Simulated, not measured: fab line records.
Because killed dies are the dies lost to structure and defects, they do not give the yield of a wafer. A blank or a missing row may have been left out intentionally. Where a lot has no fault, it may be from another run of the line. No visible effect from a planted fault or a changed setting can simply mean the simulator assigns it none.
Split-lot experiment / flow n5-finfet / on a route of 1938 steps: 7 lots, 39 wafers read

SPLIT DETAILS
At N5_SDB_ALD_29 (deposits SiNx, target thk 30 nm, pulse time 1 s, ald cycles 600), the setting ald-cycles was moved away from the recipe's 600 on 12 of the 39 wafers read, by -42.0% to +47.3%. This setting was run at the recipe's value on the other wafers.

The reading is taken at the split's own step.

THE READING
SiNx_of_SDB_ALD_29.thk-nm (the simulator's own value, which no gauge read), in nm, at N5_SDB_ALD_29 (deposits SiNx, target thk 30 nm, pulse time 1 s, ald cycles 600). The file gives no usual value for it. The 27 wafers here that ran the recipe average 30.0 nm, standard deviation 0.13 nm.

wafer=L077.1; tool, chamber at the split=ald-sin-04, 3,1,2; ald-cycles as run=600; against the recipe=recipe; SiNx_of_SDB_ALD_29.thk-nm, nm=30; against lot-mates on the recipe=-
wafer=L077.2; tool, chamber at the split=ald-sin-04, 3,1,2; ald-cycles as run=600; against the recipe=recipe; SiNx_of_SDB_ALD_29.thk-nm, nm=30; against lot-mates on the recipe=-
wafer=L077.4; tool, chamber at the split=ald-sin-04, 3,1,2; ald-cycles as run=600; against the recipe=recipe; SiNx_of_SDB_ALD_29.thk-nm, nm=30; against lot-mates on the recipe=-
wafer=L077.3; tool, chamber at the split=ald-sin-04, 0,1,0; ald-cycles as run=600; against the recipe=recipe; SiNx_of_SDB_ALD_29.thk-nm, nm=30.2; against lot-mates on the recipe=-
wafer=L077.5; tool, chamber at the split=ald-sin-04, 0,1,0; ald-cycles as run=600; against the recipe=recipe; SiNx_of_SDB_ALD_29.thk-nm, nm=30.2; against lot-mates on the recipe=-
wafer=L077.6; tool, chamber at the split=ald-sin-04, 0,1,0; ald-cycles as run=600; against the recipe=recipe; SiNx_of_SDB_ALD_29.thk-nm, nm=30.2; against lot-mates on the recipe=-
wafer=L078.1; tool, chamber at the split=ald-sin-03, 1,2; ald-cycles as run=600; against the recipe=recipe; SiNx_of_SDB_ALD_29.thk-nm, nm=30.2; against lot-mates on the recipe=-
wafer=L078.6; tool, chamber at the split=ald-sin-03, 1,2; ald-cycles as run=600; against the recipe=recipe; SiNx_of_SDB_ALD_29.thk-nm, nm=30.2; against lot-mates on the recipe=-
wafer=L078.2; tool, chamber at the split=ald-sin-03, 0; ald-cycles as run=600; against the recipe=recipe; SiNx_of_SDB_ALD_29.thk-nm, nm=30; against lot-mates on the recipe=-
wafer=L078.3; tool, chamber at the split=ald-sin-03, 2,1; ald-cycles as run=348; against the recipe=-42.0%; SiNx_of_SDB_ALD_29.thk-nm, nm=17.6; against lot-mates on the recipe=-12.5
wafer=L078.5; tool, chamber at the split=ald-sin-03, 2,1; ald-cycles as run=348; against the recipe=-42.0%; SiNx_of_SDB_ALD_29.thk-nm, nm=17.6; against lot-mates on the recipe=-12.5
wafer=L078.4; tool, chamber at the split=ald-sin-03, 0; ald-cycles as run=348; against the recipe=-42.0%; SiNx_of_SDB_ALD_29.thk-nm, nm=17.4; against lot-mates on the recipe=-12.7
wafer=L083.1; tool, chamber at the split=ald-sin-02, 3; ald-cycles as run=763; against the recipe=+27.2%; SiNx_of_SDB_ALD_29.thk-nm, nm=38.2; against lot-mates on the recipe=+8.2
wafer=L083.2; tool, chamber at the split=ald-sin-02, 0,2,2; ald-cycles as run=600; against the recipe=recipe; SiNx_of_SDB_ALD_29.thk-nm, nm=30; against lot-mates on the recipe=-
wafer=L083.3; tool, chamber at the split=ald-sin-02, 0,2,2; ald-cycles as run=600; against the recipe=recipe; SiNx_of_SDB_ALD_29.thk-nm, nm=30; against lot-mates on the recipe=-
wafer=L083.6; tool, chamber at the split=ald-sin-02, 0,2,2; ald-cycles as run=600; against the recipe=recipe; SiNx_of_SDB_ALD_29.thk-nm, nm=30; against lot-mates on the recipe=-
wafer=L083.4; tool, chamber at the split=ald-sin-02, 1,3; ald-cycles as run=763; against the recipe=+27.2%; SiNx_of_SDB_ALD_29.thk-nm, nm=38; against lot-mates on the recipe=+8.0
wafer=L083.5; tool, chamber at the split=ald-sin-02, 1,3; ald-cycles as run=763; against the recipe=+27.2%; SiNx_of_SDB_ALD_29.thk-nm, nm=38; against lot-mates on the recipe=+8.0
wafer=L086.1; tool, chamber at the split=ald-sin-03, 2; ald-cycles as run=600; against the recipe=recipe; SiNx_of_SDB_ALD_29.thk-nm, nm=30; against lot-mates on the recipe=-
wafer=L086.3; tool, chamber at the split=ald-sin-03, 0,1; ald-cycles as run=600; against the recipe=recipe; SiNx_of_SDB_ALD_29.thk-nm, nm=29.8; against lot-mates on the recipe=-
wafer=L086.6; tool, chamber at the split=ald-sin-03, 0,1; ald-cycles as run=600; against the recipe=recipe; SiNx_of_SDB_ALD_29.thk-nm, nm=29.8; against lot-mates on the recipe=-
wafer=L093.1; tool, chamber at the split=ald-sin-02, 0,3,3; ald-cycles as run=600; against the recipe=recipe; SiNx_of_SDB_ALD_29.thk-nm, nm=29.8; against lot-mates on the recipe=-
wafer=L093.3; tool, chamber at the split=ald-sin-02, 0,3,3; ald-cycles as run=600; against the recipe=recipe; SiNx_of_SDB_ALD_29.thk-nm, nm=29.8; against lot-mates on the recipe=-
wafer=L093.6; tool, chamber at the split=ald-sin-02, 0,3,3; ald-cycles as run=600; against the recipe=recipe; SiNx_of_SDB_ALD_29.thk-nm, nm=29.8; against lot-mates on the recipe=-
wafer=L093.2; tool, chamber at the split=ald-sin-02, 2; ald-cycles as run=383; against the recipe=-36.2%; SiNx_of_SDB_ALD_29.thk-nm, nm=19.2; against lot-mates on the recipe=-10.6
wafer=L093.4; tool, chamber at the split=ald-sin-02, 1,0; ald-cycles as run=383; against the recipe=-36.2%; SiNx_of_SDB_ALD_29.thk-nm, nm=19; against lot-mates on the recipe=-10.8
wafer=L093.5; tool, chamber at the split=ald-sin-02, 1,0; ald-cycles as run=383; against the recipe=-36.2%; SiNx_of_SDB_ALD_29.thk-nm, nm=19; against lot-mates on the recipe=-10.8
wafer=L094.1; tool, chamber at the split=ald-sin-04, 0,1,2,3; ald-cycles as run=600; against the recipe=recipe; SiNx_of_SDB_ALD_29.thk-nm, nm=30; against lot-mates on the recipe=-
wafer=L094.2; tool, chamber at the split=ald-sin-04, 0,1,2,3; ald-cycles as run=600; against the recipe=recipe; SiNx_of_SDB_ALD_29.thk-nm, nm=30; against lot-mates on the recipe=-
wafer=L094.5; tool, chamber at the split=ald-sin-04, 0,1,2,3; ald-cycles as run=600; against the recipe=recipe; SiNx_of_SDB_ALD_29.thk-nm, nm=30; against lot-mates on the recipe=-
wafer=L094.6; tool, chamber at the split=ald-sin-04, 0,1,2,3; ald-cycles as run=600; against the recipe=recipe; SiNx_of_SDB_ALD_29.thk-nm, nm=30; against lot-mates on the recipe=-
wafer=L094.3; tool, chamber at the split=ald-sin-04, 2,3; ald-cycles as run=600; against the recipe=recipe; SiNx_of_SDB_ALD_29.thk-nm, nm=30.2; against lot-mates on the recipe=-
wafer=L094.4; tool, chamber at the split=ald-sin-04, 2,3; ald-cycles as run=600; against the recipe=recipe; SiNx_of_SDB_ALD_29.thk-nm, nm=30.2; against lot-mates on the recipe=-
wafer=L097.1; tool, chamber at the split=ald-sin-03, 0,3,3; ald-cycles as run=600; against the recipe=recipe; SiNx_of_SDB_ALD_29.thk-nm, nm=30; against lot-mates on the recipe=-
wafer=L097.3; tool, chamber at the split=ald-sin-03, 0,3,3; ald-cycles as run=600; against the recipe=recipe; SiNx_of_SDB_ALD_29.thk-nm, nm=30; against lot-mates on the recipe=-
wafer=L097.5; tool, chamber at the split=ald-sin-03, 0,3,3; ald-cycles as run=600; against the recipe=recipe; SiNx_of_SDB_ALD_29.thk-nm, nm=30; against lot-mates on the recipe=-
wafer=L097.2; tool, chamber at the split=ald-sin-03, 2,1,2; ald-cycles as run=884; against the recipe=+47.3%; SiNx_of_SDB_ALD_29.thk-nm, nm=44.2; against lot-mates on the recipe=+14.2
wafer=L097.4; tool, chamber at the split=ald-sin-03, 2,1,2; ald-cycles as run=884; against the recipe=+47.3%; SiNx_of_SDB_ALD_29.thk-nm, nm=44.2; against lot-mates on the recipe=+14.2
wafer=L097.6; tool, chamber at the split=ald-sin-03, 2,1,2; ald-cycles as run=884; against the recipe=+47.3%; SiNx_of_SDB_ALD_29.thk-nm, nm=44.2; against lot-mates on the recipe=+14.2
Rows listing several chambers each stand for several wafers; the file does not say which wafer went through which chamber.

FIT RESULTS
A straight line over all 39 wafers: SiNx_of_SDB_ALD_29.thk-nm changes by +0.299 nm for each +1% of ald-cycles; r = +1.00; the points scatter about the line by 0.13 nm.
The same after taking each lot's own level away (the mean of its wafers on the recipe; 39 wafers): +0.299 nm for each +1%; r = +1.00; scatter 0.088 nm.
The reading moves by 14 nm for the largest change in ald-cycles, on that fit.
The lots' own levels span 29.80 to 30.13 nm, that is 2.5 times the standard deviation above.
Hence the lot-to-lot level has little effect on the slope; both slopes agree.
Check: with one of the wafers moved furthest among these (+47.3%) left out of the fit, the line predicts +14.1 nm for it against its lot-mates. Against them it came out at +14.2 nm.

THE OTHER SPLITS THESE WAFERS WENT THROUGH
Note: prior to the reading, these wafers also went through further splits. Each is held against what the fit with the lots' levels taken away leaves over:
other split on the same wafers=N5_FIN_SAQP_DESCUM_21 time-s; wafers away from the commonest value=15; r with SiNx_of_SDB_ALD_29.thk-nm (lot level and that fit taken away)=-0.24

THE WHOLE CHAIN: every reading that the file lists as answering this split, in the file's order
step=N5_SDB_ALD_29; what it does=deposits SiNx, target thk 30 nm, pulse time 1 s, ald cycles 600; reading=SiNx_of_SDB_ALD_29.thk-nm (the simulator's own value, which no gauge read); change (the file's fit)=+0.299 nm for each +1% of the setting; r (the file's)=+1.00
step=N5_SDB_CMP_30; what it does=polishes, stops on poly-Si, t overpolish 1.54 s, target thk 30 nm; reading=SiNx_of_SDB_ALD_29.thk-nm (the simulator's own value, which no gauge read); change (the file's fit)=not straight: 17.53 at the lowest setting, 30.01 at the recipe, 31.13 at the highest; r (the file's)=not given

THE FILE'S OWN FIT
SiNx_of_SDB_ALD_29.thk-nm changes by +0.299 nm for each +1% of ald-cycles, r = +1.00.
